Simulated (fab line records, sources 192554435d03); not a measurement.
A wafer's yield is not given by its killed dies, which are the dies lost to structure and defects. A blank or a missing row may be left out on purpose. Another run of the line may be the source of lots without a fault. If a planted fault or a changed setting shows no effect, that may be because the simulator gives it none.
Which tool did it? :: flow n5-finfet :: route of 1938 steps, sampled at 1 step: 12 lots, 36 wafers

== WHAT THE GAUGES SHOWED, per wafer ==
N5_BEOL_M9_RS_MEAS_57: measures by four-point-probe.
lot: L075
measured: day 10 00:37
on: film-metro-01
M9_RS (ohm/sq): 0.145 0.147 0.148

lot: L077
measured: day 10 19:29
on: film-metro-01
M9_RS (ohm/sq): 0.148 0.146 0.148

lot: L078
measured: day 11 02:42
on: film-metro-01
M9_RS (ohm/sq): 0.150 0.152 0.148

lot: L080
measured: day 11 11:30
on: film-metro-02
M9_RS (ohm/sq): 0.152 0.148 0.154

lot: L083
measured: day 11 21:35
on: film-metro-02
M9_RS (ohm/sq): 0.149 0.155 0.148

lot: L085
measured: day 12 15:08
on: film-metro-01
M9_RS (ohm/sq): 0.148 0.147 0.148

lot: L087
measured: day 13 11:23
on: film-metro-01
M9_RS (ohm/sq): 0.158 0.153 0.158

lot: L089
measured: day 13 13:20
on: film-metro-02
M9_RS (ohm/sq): 0.154 0.148 0.153

lot: L091
measured: day 13 20:31
on: film-metro-01
M9_RS (ohm/sq): 0.146 0.147 0.149

lot: L093
measured: day 14 18:37
on: film-metro-02
M9_RS (ohm/sq): 0.150 0.148 0.147

lot: L094
measured: day 15 11:49
on: film-metro-02
M9_RS (ohm/sq): 0.147 0.151 0.145

lot: L097
measured: day 16 09:47
on: film-metro-02
M9_RS (ohm/sq): 0.156 0.145 0.155

== WHICH TOOL RAN EACH LOT (tool, then ch and the chambers of the sampled wafers, then the start) ==
The record shows no process step preceding these readings.

== THE ANSWER, worked out from the rows above alone ==
Rule: the usual values come from the lots themselves. Put in order of their means at a reading, lots are off if they are a third of the lots or fewer, leave a main group of 4 or more, and stand apart from it by a gap of 3 or more times the standard deviation of the main group's means; of several such gaps the widest counts. The tables above print the reading to a certain number of digits; a main group whose means all agree to those digits is not used. Also off: a lot with no number at a reading for which 4 or more lots have one. All remaining lots with rows at the step are treated as sound.
No lot is off at any reading shown: from this, nothing can be told.

== WHAT THE SIMULATOR HAD PUT IN ==
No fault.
